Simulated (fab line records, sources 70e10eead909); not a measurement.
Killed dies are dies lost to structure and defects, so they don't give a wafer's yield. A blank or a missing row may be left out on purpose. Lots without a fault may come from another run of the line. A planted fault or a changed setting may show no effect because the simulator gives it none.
fab line records | flow nand_harc
record lots=24 wafers=72 last_day=24
route steps=1159 shown A_STAIRCASE@552
lots that met no fault: from a run of the same line without faults
start_h: hours from the record's first day to the start of the lot's first wafer shown | wait_h: hours since the lot's step before | " the same as in the row above | L1.1+2: a row that stands for several wafers | - no value, or no start given | * or withheld: withheld | < > ~ a bound
route shown NAME@n: a module of which the file shows steps, and the number in the route of the first | usual: mean/standard deviation of fault-free wafers | same: alike in all rows | chamber/n: place in a boat | sites: the reading at each site | _std_site: their standard deviation | _edge_site: outer sites' mean less inner sites' | radius_mm: how far each site lies from the wafer's centre | mask NAME#n: copy n | behind: the tool/chamber that last shaped the wafer | hold: why the lot was held/for how many hours/how that ended | device: the transistor (n, p or np) that didn't switch | end of line: the same wafers' tests at the end of the route | a step without rows: its recipe alone | killed: dies lost to structure and defects at the first sort, not the wafer's yield | map: a wafer's dies, x killed, . not, _ none there
set.NAME: the setting as run; set.NAME@STEP: as run at that earlier step | model.NAME: the simulator's own value behind a step, which no gauge read
steps of the route over a sample of lots; a table a step, a row a wafer
services: from which hour (start_h, from the record's first day; less than 0 if before it) a tool's chamber was out of use, for how many hours, and why
## steps
# step NHARC_A_STAIRCASE_TRIM_16
# recipe time_s=211.2 o2_flow_sccm=500 ar_flow_sccm=0 bias_w=0 chemistry=O2
# usual drypump_motor_current_A=5.71/0.28 oes_product_au=0.996/0.012 rf_vpp_V=57.7/0.94 showerhead_plenum_p_Torr=3.51/0.16 throttle_valve_pct=17.036/0.009
# columns lot.wafer tool chamber start_h wait_h drypump_motor_current_A oes_product_au rf_hours_counter_h rf_vpp_V showerhead_plenum_p_Torr throttle_valve_pct
L076.1 rie_diel-05 2 - - 5.74 1.017 22 57.6 3.72 17.050
L076.4 " 0 " " 5.64 0.984 19 58.0 3.37 17.029
L076.2 " 1 " " 5.44 1.003 21 58.3 3.49 17.033
L075.2 rie_diel-04 3 - - 5.23 1.002 43 57.4 3.40 17.025
L075.3 " 0 " " 6.00 0.988 40 56.6 3.44 17.045
L075.4 " 1 " " 5.79 0.992 42 59.3 3.78 17.027
L074.1 rie_diel-04 1 - - 5.80 0.997 45 58.7 3.78 17.045
L074.6 " 0 " " 6.02 0.983 - 57.1 3.44 17.031
L074.5 " 1 " " 5.77 0.987 - 58.2 3.78 17.041
L078.3 rie_diel-06 0 - - 5.41 1.007 2 57.0 3.30 17.034
L078.6 " 2 " " 6.05 0.992 - 56.7 3.40 17.045
L078.5 " 3 " " 5.78 0.974 - 58.4 3.70 17.019
L077.2 rie_diel-04 3 - - 5.25 0.991 49 58.7 3.40 17.045
L077.3 " 2 " " 5.53 0.998 49 58.5 3.48 17.038
L077.5 " 3 " " 5.24 0.996 - 57.1 3.39 17.037
L079.2 rie_diel-06 0 - - 5.40 1.001 2 57.1 3.30 17.040
L079.3 " 3 " " 5.72 0.987 2 58.0 3.70 17.030
L079.6 " 1 " " 6.07 0.997 - 58.1 3.54 17.042
L080.1 rie_diel-04 1 - - 5.79 0.991 54 59.1 3.78 17.028
L080.2 " 2 " " 5.53 0.988 55 58.2 3.47 17.038
L080.6 " 1 " " 5.79 0.995 - 59.2 3.78 17.043
L082.3 rie_diel-05 1 - - 5.43 1.014 34 58.2 3.49 17.034
L082.4 " 3 " " 5.38 1.003 34 59.1 3.79 17.040
L082.6 " 1 " " 5.43 1.031 - 56.9 3.49 17.035
L081.3 rie_diel-06 3 - - 5.72 0.972 10 58.3 3.69 17.035
L081.2 " 0 " " 5.42 1.011 9 58.0 3.30 17.022
L081.5 " 3 " " 5.77 0.973 - 57.9 3.69 17.041
L084.4 rie_diel-06 3 - - 5.72 0.977 14 59.1 3.69 17.036
L084.1 " 1 " " 6.10 0.985 14 57.6 3.53 17.040
L084.5 " 2 " " 6.07 0.994 - 58.9 3.40 17.045
L083.2 rie_diel-05 1 - - 5.42 1.004 42 57.2 3.48 17.023
L083.5 " 2 " " 5.75 1.003 - 59.0 3.71 17.029
L083.6 " 1 " " 5.43 1.019 - 58.7 3.48 17.034
L085.2 rie_diel-04 2 - - 5.55 0.987 5 58.5 3.46 17.042
L085.3 " 0 " " 6.01 1.013 4 58.8 3.43 17.032
L085.6 " 1 " " 5.81 1.003 - 57.9 3.77 17.038
L087.4 rie_diel-06 1 - - 6.10 0.992 23 57.9 3.53 17.038
L087.3 " 2 " " 6.09 0.994 22 56.4 3.39 17.033
L087.2 " 3 " " 5.73 0.982 22 58.2 3.69 17.043
L088.4 rie_diel-04 3 - - 5.23 1.001 8 57.0 3.38 17.047
L088.1 " 0 " " 6.02 1.007 7 57.2 3.43 17.035
L088.5 " 0 " " 6.02 1.006 - 56.7 3.43 17.024
L086.3 rie_diel-05 2 - - 5.73 1.015 53 58.1 3.70 17.036
L086.4 " 0 " " 5.59 0.979 54 57.5 3.35 17.028
L086.5 " 2 " " 5.75 1.015 - 57.0 3.70 17.029
L089.2 rie_diel-06 3 - - 5.72 0.977 28 56.5 3.68 17.020
L089.3 " 0 " " 5.37 1.003 29 56.1 3.29 17.034
L089.6 " 3 " " 5.73 0.986 - 57.0 3.68 17.036
L091.4 rie_diel-06 2 - - 6.04 0.977 31 56.3 3.39 17.023
L091.2 " 3 " " 5.71 0.986 30 56.7 3.68 17.035
L091.3 " 1 " " 6.06 0.978 33 58.0 3.52 17.049
L090.1 rie_diel-05 0 - - 5.63 0.979 58 57.3 3.35 17.038
L090.3 " 3 " " 5.42 1.006 52 59.4 3.78 17.044
L090.5 " 0 " " 5.63 0.987 - 55.4 3.35 17.037
L094.1 rie_diel-06 2 - - 6.06 0.986 33 57.6 3.39 17.022
L094.4 " 0 " " 5.42 1.009 35 57.0 3.29 17.052
L094.6 " 3 " " 5.75 0.989 - 57.9 3.68 17.052
L093.1 rie_diel-04 1 - - 5.78 1.007 17 57.9 3.76 17.033
L093.6 " 0 " " 6.02 1.006 - 58.9 3.42 17.030
L093.5 " 1 " " 5.77 1.016 - 58.9 3.76 17.042
L092.4 rie_diel-06 1 - - 6.09 0.977 37 58.3 3.52 17.044
L092.1 " 3 " " 5.73 0.980 35 58.0 3.68 17.054
L092.2 " 0 " " 5.44 1.005 37 56.9 3.29 17.028
L095.2 rie_diel-06 0 - - 5.43 1.004 41 56.8 3.28 17.029
L095.3 " 1 " " 6.08 1.001 42 57.4 3.52 17.036
L095.6 " 0 " " 5.44 1.004 - 57.8 3.28 17.027
L096.3 rie_diel-04 2 - - 5.53 0.988 28 56.9 3.45 17.033
L096.4 " 0 " " 6.02 1.008 27 59.6 3.42 17.042
L096.6 " 2 " " 5.52 0.984 - 58.4 3.45 17.024
L097.3 rie_diel-04 3 - - 5.25 1.009 27 57.6 3.37 17.046
L097.2 " 0 " " 6.00 1.017 28 57.9 3.42 17.043
L097.5 " 3 " " 5.24 1.000 - 57.5 3.37 17.025
# step NHARC_A_STAIRCASE_ETCH_17
# recipe target_depth_a=1000 time_s=40.5 ion_energy_ev=400 c4f8_flow_sccm=20 o2_flow_sccm=10 ar_flow_sccm=withheld rf_w=600 bias_w=1000 chemistry=C4F8/O2
# usual oes_product_au=0.938/0.012 rf_vpp_V=895/5.7
# columns lot.wafer tool chamber start_h wait_h oes_product_au rf_hours_counter_h rf_vpp_V
L076.4 rie_diel-05 2 - - 0.957 22 903
L076.1 " 3 " " 0.937 21 906
L076.2 " 1 " " 0.958 21 895
L075.3 rie_diel-04 2 - - 0.933 42 896
L075.4 " 0 " " 0.929 40 893
L075.2 " 1 " " 0.930 42 905
L074.1 rie_diel-04 0 - - 0.931 43 893
L074.6 " 1 " " 0.925 - 905
L074.5 " 2 " " 0.918 - 894
L078.3 rie_diel-06 2 - - 0.937 2 892
L078.5 " 1 " " 0.944 - 896
L078.6 " 2 " " 0.933 - 892
L077.2 rie_diel-04 0 - - 0.930 47 892
L077.3 " 3 " " 0.929 49 890
L077.5 " 1 " " 0.938 - 905
L079.2 rie_diel-06 1 - - 0.927 2 897
L079.3 " 0 " " 0.949 2 888
L079.6 " 1 " " 0.935 - 897
L080.1 rie_diel-04 2 - - 0.934 55 892
L080.2 " 3 " " 0.944 56 890
L080.6 " 0 " " 0.924 - 893
L082.4 rie_diel-05 2 - - 0.949 34 903
L082.3 " 1 " " 0.948 34 894
L082.6 " 3 " " 0.941 - 906
L081.3 rie_diel-06 2 - - 0.941 10 891
L081.2 " 0 " " 0.946 10 889
L081.5 " 1 " " 0.946 - 895
L084.4 rie_diel-06 2 - - 0.943 14 891
L084.1 " 3 " " 0.928 14 903
L084.5 " 0 " " 0.966 - 888
L083.2 rie_diel-05 1 - - 0.964 42 893
L083.6 " 0 " " 0.929 - 888
L083.5 " 1 " " 0.952 - 895
L085.3 rie_diel-04 0 - - 0.943 5 894
L085.2 " 1 " " 0.953 4 905
L085.6 " 3 " " 0.958 - 892
L087.3 rie_diel-06 3 - - 0.916 22 902
L087.2 " 0 " " 0.938 24 889
L087.4 " 2 " " 0.936 22 891
L088.1 rie_diel-04 3 - - 0.945 8 890
L088.4 " 1 " " 0.951 8 905
L088.5 " 2 " " 0.926 - 893
L086.4 rie_diel-05 1 - - 0.958 53 895
L086.3 " 0 " " 0.937 54 890
L086.5 " 1 " " 0.949 - 895
L089.2 rie_diel-06 2 - - 0.921 28 890
L089.3 " 1 " " 0.929 29 896
L089.6 " 2 " " 0.935 - 892
L091.3 rie_diel-06 3 - - 0.920 30 902
L091.4 " 1 " " 0.929 33 896
L091.2 " 2 " " 0.923 31 892
L090.1 rie_diel-05 1 - - 0.957 58 894
L090.3 " 2 " " 0.968 58 903
L090.5 " 2 " " 0.966 - 901
L094.4 rie_diel-06 3 - - 0.937 33 903
L094.1 " 0 " " 0.944 35 887
L094.6 " 2 " " 0.935 - 891
L093.1 rie_diel-04 3 - - 0.949 16 890
L093.5 " 2 " " 0.931 - 893
L093.6 " 3 " " 0.951 - 891
L092.2 rie_diel-06 1 - - 0.923 38 896
L092.1 " 2 " " 0.923 36 891
L092.4 " 3 " " 0.928 35 902
L095.2 rie_diel-06 2 - - 0.925 41 889
L095.3 " 3 " " 0.912 40 901
L095.6 " 1 " " 0.928 - 897
L096.3 rie_diel-04 2 - - 0.937 28 893
L096.4 " 3 " " 0.948 27 890
L096.6 " 2 " " 0.925 - 893
L097.3 rie_diel-04 2 - - 0.942 29 894
L097.2 " 3 " " 0.942 28 891
L097.5 " 3 " " 0.947 - 890
# step NHARC_A_STAIRCASE_TRIM_24
# recipe time_s=211.2 o2_flow_sccm=500 ar_flow_sccm=0 bias_w=0 chemistry=O2
# usual drypump_motor_current_A=5.68/0.28 oes_product_au=0.999/0.012 rf_vpp_V=57.8/0.84 showerhead_plenum_p_Torr=3.51/0.16 throttle_valve_pct=17.036/0.0085
# columns lot.wafer tool chamber start_h wait_h drypump_motor_current_A oes_product_au rf_hours_counter_h rf_vpp_V showerhead_plenum_p_Torr throttle_valve_pct
L076.4 rie_diel-04 0 - - 6.01 0.985 41 57.4 3.44 17.037
L076.1 " 1 " " 5.80 0.986 42 58.9 3.78 17.056
L076.2 " 2 " " 5.52 1.000 43 58.5 3.48 17.047
L075.3 rie_diel-04 3 - - 5.25 0.997 44 57.3 3.40 17.043
L075.2 " 0 " " 6.00 0.987 41 57.2 3.44 17.052
L075.4 " 1 " " 5.79 1.006 43 58.5 3.78 17.029
L074.1 rie_diel-05 2 - - 5.74 1.012 25 59.1 3.72 17.024
L074.5 " 0 " " 5.59 0.978 - 57.6 3.37 17.038
L074.6 " 1 " " 5.45 0.999 - 58.9 3.49 17.040
L078.3 rie_diel-06 2 - - 6.06 1.006 3 56.6 3.40 17.043
L078.6 " 2 " " 6.07 1.001 - 58.1 3.40 17.033
L078.5 " 3 " " 5.75 0.984 - 58.1 3.70 17.031
L077.2 rie_diel-04 1 - - 5.78 0.999 50 58.4 3.78 17.039
L077.3 " 3 " " 5.26 0.991 50 58.4 3.40 17.031
L077.5 " 1 " " 5.79 0.992 - 58.3 3.78 17.027
L079.2 rie_diel-06 0 - - 5.43 1.004 3 59.1 3.30 17.043
L079.3 " 3 " " 5.77 0.988 3 58.8 3.70 17.034
L079.6 " 1 " " 6.11 0.990 - 58.2 3.54 17.040
L080.1 rie_diel-05 3 - - 5.39 0.989 34 58.8 3.79 17.030
L080.2 " 1 " " 5.43 1.005 34 58.8 3.49 17.047
L080.6 " 0 " " 5.66 0.985 - 57.6 3.36 17.049
L082.4 rie_diel-06 2 - - 6.06 1.001 8 58.7 3.40 17.032
L082.3 " 3 " " 5.77 0.985 8 56.8 3.69 17.035
L082.6 " 2 " " 6.06 0.994 - 57.7 3.40 17.025
L081.2 rie_diel-05 3 - - 5.37 0.993 36 58.7 3.79 17.028
L081.3 " 0 " " 5.61 0.980 37 58.3 3.36 17.051
L081.5 " 3 " " 5.39 1.000 - 57.8 3.79 17.033
L084.1 rie_diel-05 0 - - 5.67 0.979 42 57.4 3.36 17.048
L084.5 " 0 " " 5.66 0.985 - 58.6 3.36 17.033
L084.4 " 1 " " 5.44 1.005 - 57.4 3.48 17.030
L083.2 rie_diel-05 0 - - 5.63 0.994 43 57.7 3.36 17.040
L083.5 " 0 " " 5.67 0.994 - 56.6 3.36 17.030
L083.6 " 1 " " 5.44 1.015 - 57.6 3.48 17.048
L085.3 rie_diel-04 3 - - 5.23 1.011 6 57.5 3.38 17.044
L085.2 " 2 " " 5.54 0.992 5 55.7 3.47 17.030
L085.6 " 3 " " 5.23 1.014 - 58.5 3.38 17.036
L087.2 rie_diel-06 0 - - 5.43 1.002 24 56.2 3.29 17.030
L087.4 " 2 " " 6.07 0.992 23 58.8 3.39 17.053
L087.3 " 3 " " 5.77 0.986 23 58.8 3.69 17.027
L088.4 rie_diel-06 0 - - 5.44 1.006 26 57.9 3.29 17.027
L088.1 " 3 " " 5.77 0.983 25 58.1 3.69 17.040
L088.5 " 0 " " 5.40 0.991 - 57.4 3.29 17.028
L086.4 rie_diel-04 1 - - 5.79 1.004 9 59.6 3.77 17.039
L086.3 " 2 " " 5.54 0.998 10 58.4 3.46 17.036
L086.5 " 0 " " 6.01 1.000 - 56.8 3.43 17.035
L089.2 rie_diel-06 1 - - 6.11 0.999 30 56.8 3.53 17.027
L089.3 " 2 " " 6.05 0.999 28 57.8 3.39 17.043
L089.6 " 2 " " 6.08 0.995 - 56.4 3.39 17.027
L090.1 rie_diel-05 1 - - 5.42 1.007 58 58.8 3.47 17.035
L090.3 " 0 " " 5.63 0.975 58 56.9 3.35 17.026
L090.5 " 1 " " 5.43 1.010 - 58.2 3.47 17.033
L091.2 rie_diel-04 0 - - 6.04 1.004 14 57.1 3.42 17.022
L091.4 " 1 " " 5.80 1.008 14 57.9 3.76 17.029
L091.3 " 2 " " 5.54 0.988 15 57.3 3.46 17.042
L094.1 rie_diel-06 1 - - 6.09 0.988 36 57.9 3.52 17.038
L094.4 " 2 " " 6.07 0.990 34 58.1 3.39 17.044
L094.6 " 1 " " 6.08 0.992 - 56.3 3.52 17.054
L093.1 rie_diel-04 0 - - 6.02 1.000 17 56.4 3.42 17.027
L093.6 " 2 " " 5.53 0.985 - 57.6 3.46 17.025
L093.5 " 3 " " 5.25 1.010 - 58.1 3.38 17.039
L092.2 rie_diel-05 3 - - 5.38 1.004 58 57.4 3.77 17.030
L092.1 " 0 " " 5.63 0.984 59 57.7 3.35 17.039
L092.4 " 1 " " 5.42 1.023 64 58.7 3.47 17.054
L095.3 rie_diel-05 0 - - 5.63 0.998 2 56.3 3.35 17.033
L095.2 " 3 " " 5.39 1.037 2 58.2 3.77 17.054
L095.6 " 1 " " 5.44 1.003 - 56.2 3.47 17.039
L096.3 rie_diel-04 3 - - 5.25 1.000 27 57.5 3.37 17.041
L096.4 " 0 " " 6.02 1.002 28 57.7 3.42 17.040
L096.6 " 0 " " 6.02 1.014 - 57.4 3.42 17.029
L097.2 rie_diel-04 1 - - 5.81 1.025 31 57.5 3.75 17.037
L097.3 " 2 " " 5.51 0.999 31 58.0 3.45 17.040
L097.5 " 0 " " 6.03 1.024 - 56.6 3.42 17.030
# step NHARC_A_STAIRCASE_ETCH_25
# recipe target_depth_a=1000 time_s=40.5 ion_energy_ev=400 c4f8_flow_sccm=20 o2_flow_sccm=10 ar_flow_sccm=withheld rf_w=600 bias_w=1000 chemistry=C4F8/O2
# usual oes_product_au=0.939/0.013 rf_vpp_V=895/5.7
# columns lot.wafer tool chamber start_h wait_h oes_product_au rf_hours_counter_h rf_vpp_V
L076.2 rie_diel-04 2 - - 0.925 43 894
L076.4 " 3 " " 0.923 44 890
L076.1 " 1 " " 0.928 43 906
L075.2 rie_diel-04 2 - - 0.942 43 894
L075.3 " 3 " " 0.928 44 891
L075.4 " 1 " " 0.934 43 905
L074.1 rie_diel-05 1 - - 0.946 24 893
L074.6 " 0 " " 0.923 - 890
L074.5 " 1 " " 0.946 - 894
L078.3 rie_diel-06 1 - - 0.934 3 898
L078.6 " 0 " " 0.931 - 888
L078.5 " 1 " " 0.922 - 896
L077.2 rie_diel-04 2 - - 0.952 50 894
L077.3 " 0 " " 0.916 47 893
L077.5 " 1 " " 0.945 - 903
L079.3 rie_diel-06 0 - - 0.947 3 887
L079.2 " 3 " " 0.932 3 903
L079.6 " 1 " " 0.939 - 896
L080.2 rie_diel-05 0 - - 0.919 34 891
L080.1 " 1 " " 0.952 34 894
L080.6 " 3 " " 0.924 - 905
L082.3 rie_diel-06 1 - - 0.943 8 896
L082.4 " 2 " " 0.929 8 891
L082.6 " 0 " " 0.950 - 888
L081.3 rie_diel-05 0 - - 0.942 37 890
L081.2 " 1 " " 0.965 37 894
L081.5 " 0 " " 0.932 - 891
L084.1 rie_diel-05 1 - - 0.944 43 895
L084.4 " 1 " " 0.950 - 895
L084.5 " 2 " " 0.942 - 902
L083.2 rie_diel-05 0 - - 0.924 43 890
L083.6 " 0 " " 0.919 - 890
L083.5 " 1 " " 0.944 - 894
L085.3 rie_diel-04 2 - - 0.934 5 893
L085.2 " 0 " " 0.940 5 892
L085.6 " 1 " " 0.946 - 903
L087.3 rie_diel-06 0 - - 0.955 24 887
L087.4 " 2 " " 0.944 23 891
L087.2 " 3 " " 0.931 23 902
L088.1 rie_diel-06 0 - - 0.935 26 887
L088.4 " 1 " " 0.923 27 896
L088.5 " 2 " " 0.933 - 891
L086.3 rie_diel-04 0 - - 0.931 9 892
L086.4 " 2 " " 0.937 10 893
L086.5 " 1 " " 0.937 - 903
L089.2 rie_diel-06 3 - - 0.924 28 902
L089.3 " 1 " " 0.919 30 899
L089.6 " 3 " " 0.917 - 902
L090.3 rie_diel-05 1 - - 0.940 59 893
L090.1 " 2 " " 0.950 58 903
L090.5 " 1 " " 0.951 - 894
L091.2 rie_diel-04 1 - - 0.949 14 903
L091.3 " 2 " " 0.931 15 893
L091.4 " 0 " " 0.945 14 893
L094.1 rie_diel-06 1 - - 0.933 36 894
L094.4 " 3 " " 0.935 33 901
L094.6 " 1 " " 0.931 - 897
L093.1 rie_diel-04 0 - - 0.946 17 892
L093.5 " 2 " " 0.932 - 894
L093.6 " 3 " " 0.956 - 891
L092.4 rie_diel-05 0 - - 0.922 59 890
L092.2 " 1 " " 0.958 64 894
L092.1 " 2 " " 0.956 64 901
L095.3 rie_diel-05 3 - - 0.969 2 905
L095.2 " 0 " " 0.937 2 889
L095.6 " 0 " " 0.939 - 890
L096.3 rie_diel-04 1 - - 0.963 29 903
L096.4 " 2 " " 0.947 28 894
L096.6 " 1 " " 0.969 - 904
L097.2 rie_diel-04 0 - - 0.950 30 892
L097.3 " 1 " " 0.952 31 904
L097.5 " 3 " " 0.948 - 890
# step NHARC_A_STAIRCASE_ETCH_199
# recipe target_depth_a=1000 time_s=40.5 ion_energy_ev=400 c4f8_flow_sccm=20 o2_flow_sccm=10 ar_flow_sccm=withheld rf_w=600 bias_w=1000 chemistry=C4F8/O2
# usual oes_product_au=0.941/0.014 rf_vpp_V=895/5.6
# columns lot.wafer tool chamber start_h wait_h oes_product_au rf_hours_counter_h rf_vpp_V
L076.4 rie_diel-04 0 - - 0.928 44 892
L076.2 " 1 " " 0.933 46 905
L076.1 " 3 " " 0.937 47 893
L075.4 rie_diel-06 2 - - 0.947 0 891
L075.2 " 3 " " 0.916 0 903
L075.3 " 0 " " 0.934 0 888
L074.1 rie_diel-05 2 - - 0.959 27 902
L074.6 " 0 " " 0.950 - 891
L074.5 " 1 " " 0.960 - 894
L078.3 rie_diel-06 0 - - 0.951 4 888
L078.5 " 1 " " 0.933 - 896
L078.6 " 2 " " 0.929 - 892
L077.2 rie_diel-05 0 - - 0.925 29 891
L077.3 " 1 " " 0.938 29 895
L077.5 " 2 " " 0.940 - 901
L079.3 rie_diel-04 2 - - 0.936 52 894
L079.2 " 1 " " 0.930 52 905
L079.6 " 2 " " 0.953 - 895
L080.2 rie_diel-04 3 - - 0.963 58 890
L080.1 " 1 " " 0.945 56 904
L080.6 " 3 " " 0.956 - 892
L082.3 rie_diel-05 0 - - 0.923 36 890
L082.4 " 1 " " 0.954 36 895
L082.6 " 1 " " 0.943 - 895
L081.3 rie_diel-05 3 - - 0.947 37 905
L081.2 " 0 " " 0.928 37 890
L081.5 " 2 " " 0.954 - 901
L083.2 rie_diel-06 1 - - 0.952 16 895
L083.6 " 2 " " 0.940 - 891
L083.5 " 3 " " 0.919 - 901
L084.4 rie_diel-06 1 - - 0.937 17 897
L084.1 " 2 " " 0.920 16 891
L084.5 " 1 " " 0.932 - 897
L085.3 rie_diel-04 3 - - 0.953 9 891
L085.2 " 1 " " 0.957 9 904
L085.6 " 2 " " 0.941 - 893
L087.2 rie_diel-06 2 - - 0.919 25 891
L087.3 " 0 " " 0.945 26 886
L087.4 " 1 " " 0.918 27 896
L088.4 rie_diel-04 1 - - 0.957 11 905
L088.1 " 3 " " 0.961 11 890
L088.5 " 1 " " 0.956 - 904
L086.3 rie_diel-04 1 - - 0.956 11 904
L086.4 " 3 " " 0.931 11 891
L086.5 " 2 " " 0.945 - 893
L089.3 rie_diel-06 3 - - 0.934 30 901
L089.2 " 0 " " 0.946 33 887
L089.6 " 2 " " 0.936 - 891
L091.3 rie_diel-04 2 - - 0.948 17 895
L091.4 " 3 " " 0.946 16 890
L091.2 " 1 " " 0.967 17 905
L090.1 rie_diel-05 2 - - 0.953 61 901
L090.3 " 3 " " 0.945 55 904
L090.5 " 2 " " 0.945 - 902
L094.1 rie_diel-04 3 - - 0.937 18 891
L094.4 " 0 " " 0.948 18 891
L094.6 " 3 " " 0.926 - 890
L093.1 rie_diel-04 2 - - 0.924 20 893
L093.5 " 3 " " 0.947 - 890
L093.6 " 0 " " 0.970 - 892
L092.2 rie_diel-06 2 - - 0.917 37 891
L092.4 " 3 " " 0.921 37 900
L092.1 " 0 " " 0.936 38 887
L095.2 rie_diel-04 1 - - 0.943 26 906
L095.3 " 2 " " 0.940 26 893
L095.6 " 1 " " 0.953 - 905
L096.3 rie_diel-04 1 - - 0.957 31 903
L096.4 " 3 " " 0.935 30 889
L096.6 " 0 " " 0.957 - 892
L097.3 rie_diel-06 1 - - 0.933 53 895
L097.2 " 2 " " 0.925 51 890
L097.5 " 1 " " 0.925 - 897
# step NHARC_A_STAIRCASE_TRIM_202
# recipe time_s=211.2 o2_flow_sccm=500 ar_flow_sccm=0 bias_w=0 chemistry=O2
# usual drypump_motor_current_A=5.69/0.28 oes_product_au=0.996/0.013 rf_vpp_V=57.8/0.87 showerhead_plenum_p_Torr=3.52/0.16 throttle_valve_pct=17.037/0.0089
# columns lot.wafer tool chamber start_h wait_h drypump_motor_current_A oes_product_au rf_hours_counter_h rf_vpp_V showerhead_plenum_p_Torr throttle_valve_pct
L076.1 rie_diel-04 1 - - 5.81 0.990 47 57.5 3.78 17.053
L076.2 " 2 " " 5.54 0.998 47 59.3 3.48 17.040
L076.4 " 3 " " 5.24 0.999 47 56.7 3.40 17.028
L075.2 rie_diel-06 2 - - 6.05 0.990 0 57.5 3.40 17.032
L075.4 " 3 " " 5.75 0.981 0 58.2 3.70 17.049
L075.3 " 0 " " 5.41 1.002 0 56.3 3.30 17.025
L074.1 rie_diel-05 1 - - 5.45 0.996 26 57.8 3.49 17.041
L074.5 " 1 " " 5.45 0.999 - 58.8 3.49 17.034
L074.6 " 2 " " 5.76 1.005 - 57.7 3.72 17.040
L077.3 rie_diel-05 1 - - 5.45 1.010 30 56.7 3.49 17.050
L077.2 " 0 " " 5.64 0.977 29 57.4 3.37 17.050
L077.5 " 1 " " 5.45 1.001 - 57.9 3.49 17.025
L078.3 rie_diel-06 1 - - 6.10 0.995 4 57.2 3.54 17.037
L078.5 " 3 " " 5.77 0.979 - 60.3 3.70 17.033
L078.6 " 0 " " 5.39 1.009 - 56.8 3.30 17.037
L079.3 rie_diel-04 0 - - 6.00 0.985 50 57.7 3.44 17.025
L079.2 " 1 " " 5.80 0.987 52 59.0 3.78 17.040
L079.6 " 0 " " 6.01 0.983 - 56.3 3.44 17.039
L080.2 rie_diel-04 1 - - 5.81 0.991 56 58.4 3.78 17.047
L080.1 " 0 " " 6.01 0.977 55 57.8 3.43 17.037
L080.6 " 1 " " 5.80 0.990 - 58.7 3.78 17.040
L082.3 rie_diel-05 0 - - 5.63 0.980 36 57.6 3.36 17.046
L082.4 " 1 " " 5.45 1.012 36 58.4 3.49 17.029
L082.6 " 1 " " 5.44 1.007 - 58.4 3.49 17.039
L081.2 rie_diel-05 0 - - 5.61 0.980 38 57.0 3.36 17.054
L081.3 " 1 " " 5.43 1.017 38 58.1 3.48 17.043
L081.5 " 2 " " 5.75 1.000 - 59.5 3.71 17.043
L083.2 rie_diel-06 3 - - 5.76 0.988 16 57.7 3.69 17.028
L083.5 " 1 " " 6.10 0.989 - 58.6 3.53 17.018
L083.6 " 2 " " 6.06 0.981 - 56.6 3.39 17.029
L084.4 rie_diel-06 2 - - 6.03 0.979 17 57.1 3.39 17.048
L084.1 " 1 " " 6.08 0.982 17 59.7 3.53 17.056
L084.5 " 2 " " 6.06 0.984 - 57.2 3.39 17.031
L085.3 rie_diel-04 3 - - 5.26 1.007 9 56.3 3.38 17.038
L085.2 " 1 " " 5.77 1.023 9 58.8 3.77 17.045
L085.6 " 3 " " 5.26 1.001 - 56.3 3.38 17.048
L087.3 rie_diel-06 3 - - 5.76 0.988 25 57.8 3.68 17.039
L087.4 " 0 " " 5.43 1.000 27 56.7 3.29 17.048
L087.2 " 2 " " 6.07 0.994 26 57.7 3.39 17.044
L088.1 rie_diel-05 2 325.72 - 5.74 1.013 54 59.2 3.70 17.040
L088.4 " 0 " " 5.67 0.976 55 58.4 3.35 17.028
L088.5 " 2 " " 5.74 1.017 - 59.3 3.70 17.029
L086.3 rie_diel-04 1 - - 5.78 1.018 11 57.8 3.77 17.047
L086.4 " 3 " " 5.24 1.008 11 57.2 3.38 17.042
L086.5 " 1 " " 5.80 1.014 - 57.3 3.77 17.046
L089.3 rie_diel-06 1 - - 6.11 0.980 33 58.7 3.52 17.028
L089.2 " 3 " " 5.77 0.985 31 57.3 3.68 17.045
L089.6 " 2 " " 6.05 0.977 - 58.9 3.39 17.043
L091.3 rie_diel-04 0 - - 6.02 1.014 16 58.8 3.42 17.035
L091.4 " 2 " " 5.54 0.990 17 57.0 3.46 17.047
L091.2 " 3 " " 5.22 1.002 16 57.8 3.38 17.039
L090.1 rie_diel-05 2 - - 5.73 1.007 61 57.7 3.70 17.036
L090.3 " 3 " " 5.40 0.998 55 58.1 3.78 17.039
L090.5 " 1 " " 5.44 1.007 - 57.7 3.47 17.026
L094.1 rie_diel-04 3 - - 5.24 0.999 19 57.8 3.38 17.029
L094.4 " 0 " " 6.01 1.006 19 57.6 3.42 17.031
L094.6 " 3 " " 5.24 0.997 - 57.5 3.38 17.052
L093.1 rie_diel-04 3 - - 5.24 1.007 19 56.3 3.38 17.049
L093.6 " 2 " " 5.52 0.988 - 58.4 3.46 17.037
L093.5 " 3 " " 5.25 1.006 - 57.7 3.38 17.037
L092.4 rie_diel-06 3 - - 5.78 0.974 37 57.9 3.68 17.036
L092.2 " 0 " " 5.41 1.001 39 56.8 3.28 17.037
L092.1 " 1 " " 6.08 0.990 39 57.4 3.52 17.035
L095.3 rie_diel-04 3 - - 5.24 0.995 25 58.4 3.37 17.038
L095.2 " 1 " " 5.80 1.000 26 58.2 3.76 17.034
L095.6 " 0 " " 5.99 1.004 - 57.9 3.42 17.046
L096.3 rie_diel-04 3 - - 5.22 1.002 30 57.7 3.37 17.034
L096.4 " 2 " " 5.53 0.983 32 58.4 3.45 17.020
L096.6 " 3 " " 5.25 1.004 - 56.9 3.37 17.046
L097.3 rie_diel-06 0 - - 5.41 0.998 52 57.3 3.28 17.043
L097.2 " 1 " " 6.07 0.983 53 56.6 3.51 17.043
L097.5 " 2 " " 6.04 0.988 - 55.3 3.38 17.052
## services
# columns tool chamber start_h hours kind
rie_diel-06 2 232.62 2.7 repair
rie_diel-04 0 243.70 - clean
rie_diel-04 1 243.70 - clean
rie_diel-04 2 243.70 - clean
rie_diel-04 3 243.70 - clean
rie_diel-04 0 268.20 - clean
rie_diel-04 1 268.20 - clean
rie_diel-04 2 268.20 - clean
rie_diel-04 3 268.20 - clean
rie_diel-05 3 286.36 12.1 repair
rie_diel-04 - 288.99 9.0 pm
rie_diel-04 0 288.99 9.0 vent_cycle
rie_diel-04 1 288.99 9.0 vent_cycle
rie_diel-04 2 288.99 9.0 vent_cycle
rie_diel-04 3 288.99 9.0 vent_cycle
rie_diel-04 0 297.99 - clean
rie_diel-04 0 297.99 - consumable_replace:esc
rie_diel-04 1 297.99 - clean
rie_diel-04 2 297.99 - clean
rie_diel-04 2 297.99 - consumable_replace:focus_ring
rie_diel-04 3 297.99 - clean
rie_diel-04 0 322.56 - clean
rie_diel-04 1 322.56 - clean
rie_diel-05 - 348.55 9.0 pm
## key
fault none
